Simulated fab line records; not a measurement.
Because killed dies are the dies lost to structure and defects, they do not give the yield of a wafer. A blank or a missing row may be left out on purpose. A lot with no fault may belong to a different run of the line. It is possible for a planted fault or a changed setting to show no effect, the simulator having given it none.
Split-lot study || flow n5 finfet || on a route of 1938 steps: 7 lots, 21 wafers read

## THE SPLIT ITSELF
At N5_BEOL_M6_TRENCH_ETCH_37 (etches SiCOH lowk in C4F6/O2, target depth 94.435 nm, time 31.5 s), the setting time s was moved away from the recipe's 31.5 s on 5 of the 21 wafers read, by -20.2% to +15.7%. This setting was run at the recipe's value on the other wafers.

## FROM THE SPLIT TO THE READING: what the file shows between them, 11 steps
- N5_BEOL_M6_ETCH_41: etches SiCN in CH3F/O2, target depth 29.7 nm, time 52 s
- N5_BEOL_M6_STRIP_80: strips in N2/H2, time 10 s
- N5_BEOL_M6_OCD_MEAS_38
- N5_BEOL_M6_HM_STRIP_39: strips TiN in peroxide tin strip, target depth 25 nm, time 158 s
- N5_BEOL_M6_SRD_40: time 30 s
- N5_BEOL_M6_ECD_50: material Cu, target thk 300 nm
- N5_BEOL_M6_ANNEAL_51: time 90 s
- N5_BEOL_M6_CMP_52: polishes, stops on SiCOH lowk, t overpolish 6.9 s, target thk 80 nm
- N5_BEOL_M6_THK_MEAS_53: measures by xrf
- N5_BEOL_M6_PRE_CLEAN_55: time 15 s
- N5_BEOL_M6_DEP_56: deposits SiCN from 3MS/NH3, target thk 10 nm, time 17.5 s

## THE READING
M6_RS, in ohm/sq, at N5_BEOL_M6_RS_MEAS_57 (measures by four-point-probe). On this fab line, fault-free wafers typically give 0.288 ohm/sq with a standard deviation of 0.0064 ohm/sq.

{"wafer": "L076.1", "tool, chamber at the split": "rie diel-05, 3", "time s as run, s": 31.5, "against the recipe": "recipe", "M6_RS, ohm/sq": 0.288, "against lot-mates on the recipe": "-"}
{"wafer": "L076.2", "tool, chamber at the split": "rie diel-05, 2", "time s as run, s": 31.5, "against the recipe": "recipe", "M6_RS, ohm/sq": 0.293, "against lot-mates on the recipe": "-"}
{"wafer": "L076.6", "tool, chamber at the split": "rie diel-05, 1", "time s as run, s": 31.5, "against the recipe": "recipe", "M6_RS, ohm/sq": 0.282, "against lot-mates on the recipe": "-"}
{"wafer": "L082.2", "tool, chamber at the split": "rie diel-05, 2", "time s as run, s": 31.5, "against the recipe": "recipe", "M6_RS, ohm/sq": 0.294, "against lot-mates on the recipe": "-"}
{"wafer": "L082.3", "tool, chamber at the split": "rie diel-05, 3", "time s as run, s": 31.5, "against the recipe": "recipe", "M6_RS, ohm/sq": 0.289, "against lot-mates on the recipe": "-"}
{"wafer": "L082.4", "tool, chamber at the split": "rie diel-05, 1", "time s as run, s": 31.5, "against the recipe": "recipe", "M6_RS, ohm/sq": 0.291, "against lot-mates on the recipe": "-"}
{"wafer": "L089.2", "tool, chamber at the split": "rie diel-05, 3", "time s as run, s": 31.5, "against the recipe": "recipe", "M6_RS, ohm/sq": 0.289, "against lot-mates on the recipe": "-"}
{"wafer": "L089.3", "tool, chamber at the split": "rie diel-05, 0", "time s as run, s": 25.15, "against the recipe": "-20.2%", "M6_RS, ohm/sq": 0.385, "against lot-mates on the recipe": "+0.095"}
{"wafer": "L089.5", "tool, chamber at the split": "rie diel-05, 3", "time s as run, s": 31.5, "against the recipe": "recipe", "M6_RS, ohm/sq": 0.291, "against lot-mates on the recipe": "-"}
{"wafer": "L087.2", "tool, chamber at the split": "rie diel-05, 3", "time s as run, s": 36.44, "against the recipe": "+15.7%", "M6_RS, ohm/sq": 0.235, "against lot-mates on the recipe": -0.052}
{"wafer": "L087.3", "tool, chamber at the split": "rie diel-05, 1", "time s as run, s": 31.5, "against the recipe": "recipe", "M6_RS, ohm/sq": 0.287, "against lot-mates on the recipe": "-"}
{"wafer": "L087.6", "tool, chamber at the split": "rie diel-05, 0", "time s as run, s": 31.5, "against the recipe": "recipe", "M6_RS, ohm/sq": 0.287, "against lot-mates on the recipe": "-"}
{"wafer": "L092.1", "tool, chamber at the split": "rie diel-01, 3", "time s as run, s": 28.76, "against the recipe": "-8.7%", "M6_RS, ohm/sq": 0.320, "against lot-mates on the recipe": "+0.032"}
{"wafer": "L092.3", "tool, chamber at the split": "rie diel-01, 0", "time s as run, s": 31.5, "against the recipe": "recipe", "M6_RS, ohm/sq": 0.290, "against lot-mates on the recipe": "-"}
{"wafer": "L092.6", "tool, chamber at the split": "rie diel-01, 0", "time s as run, s": 31.5, "against the recipe": "recipe", "M6_RS, ohm/sq": 0.287, "against lot-mates on the recipe": "-"}
{"wafer": "L094.1", "tool, chamber at the split": "rie diel-04, 0", "time s as run, s": 31.5, "against the recipe": "recipe", "M6_RS, ohm/sq": 0.289, "against lot-mates on the recipe": "-"}
{"wafer": "L094.3", "tool, chamber at the split": "rie diel-04, 3", "time s as run, s": 36.36, "against the recipe": "+15.4%", "M6_RS, ohm/sq": 0.234, "against lot-mates on the recipe": -0.054}
{"wafer": "L094.4", "tool, chamber at the split": "rie diel-04, 1", "time s as run, s": 31.5, "against the recipe": "recipe", "M6_RS, ohm/sq": 0.287, "against lot-mates on the recipe": "-"}
{"wafer": "L097.1", "tool, chamber at the split": "rie diel-01, 1", "time s as run, s": 33.49, "against the recipe": "+6.3%", "M6_RS, ohm/sq": 0.270, "against lot-mates on the recipe": -0.019}
{"wafer": "L097.3", "tool, chamber at the split": "rie diel-01, 3", "time s as run, s": 31.5, "against the recipe": "recipe", "M6_RS, ohm/sq": 0.292, "against lot-mates on the recipe": "-"}
{"wafer": "L097.5", "tool, chamber at the split": "rie diel-01, 2", "time s as run, s": 31.5, "against the recipe": "recipe", "M6_RS, ohm/sq": 0.286, "against lot-mates on the recipe": "-"}

FIT RESULTS
A straight line over all 21 wafers: M6_RS changes by -0.00401 ohm/sq for each +1% of time s; r = -0.98; the points scatter about the line by 0.0051 ohm/sq.
The same after taking each lot's own level away (the mean of its wafers on the recipe; 21 wafers): -0.00395 ohm/sq for each +1%; r = -0.99; scatter 0.005 ohm/sq.
According to that fit, moving time s by its largest amount changes the reading by 0.08 ohm/sq.
The lots' own levels span 0.2870 to 0.2913 ohm/sq, that is 0.7 times the standard deviation above.
The two slopes are in agreement: the lot-to-lot level therefore moves the slope only a little.
Check: with one of the wafers moved furthest among these (-20.2%) left out of the fit, the line predicts +0.0691 ohm/sq for it against its lot-mates. It came out at +0.095 ohm/sq against them.

## THE WHOLE CHAIN: every reading that the file lists as answering this split, in the file's order
{"step": "N5_BEOL_M6_TRENCH_ETCH_37", "what it does": "etches SiCOH lowk in C4F6/O2, target depth 94.435 nm, time 31.5 s", "reading": "etch.depth nm (the simulator's own value, which no gauge read)", "change (the file's fit)": "+0.957 nm for each +1% of the setting", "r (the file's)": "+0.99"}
{"step": "N5_BEOL_M6_TRENCH_ETCH_37", "what it does": "etches SiCOH lowk in C4F6/O2, target depth 94.435 nm, time 31.5 s", "reading": "BEOL_M6.feature depth nm (the simulator's own value, which no gauge read)", "change (the file's fit)": "+0.953 nm for each +1% of the setting", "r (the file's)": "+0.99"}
{"step": "N5_BEOL_M6_TRENCH_ETCH_37", "what it does": "etches SiCOH lowk in C4F6/O2, target depth 94.435 nm, time 31.5 s", "reading": "TiN_of_BEOL_M6_HM_DEP_02.thk nm (the simulator's own value, which no gauge read)", "change (the file's fit)": "-0.0267 nm for each +1% of the setting", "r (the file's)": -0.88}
{"step": "N5_BEOL_M6_OCD_MEAS_38", "what it does": "", "reading": "trench depth nm", "change (the file's fit)": "+0.935 nm for each +1% of the setting", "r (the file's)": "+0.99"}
{"step": "N5_BEOL_M6_CMP_52", "what it does": "polishes, stops on SiCOH lowk, t overpolish 6.9 s, target thk 80 nm", "reading": "Cu_of_BEOL_M6_ECD_50.thk nm (the simulator's own value, which no gauge read)", "change (the file's fit)": "+0.894 nm for each +1% of the setting", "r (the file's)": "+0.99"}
{"step": "N5_BEOL_M6_THK_MEAS_53", "what it does": "measures by xrf", "reading": "M6_THK", "change (the file's fit)": "+0.881 for each +1% of the setting", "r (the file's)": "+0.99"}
{"step": "N5_BEOL_M6_RS_MEAS_57", "what it does": "measures by four-point-probe", "reading": "M6_RS", "change (the file's fit)": "-0.00393 for each +1% of the setting", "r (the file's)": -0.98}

## THE FILE'S OWN FIT
M6_RS changes by -0.00393 ohm/sq for each +1% of time s, r = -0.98.
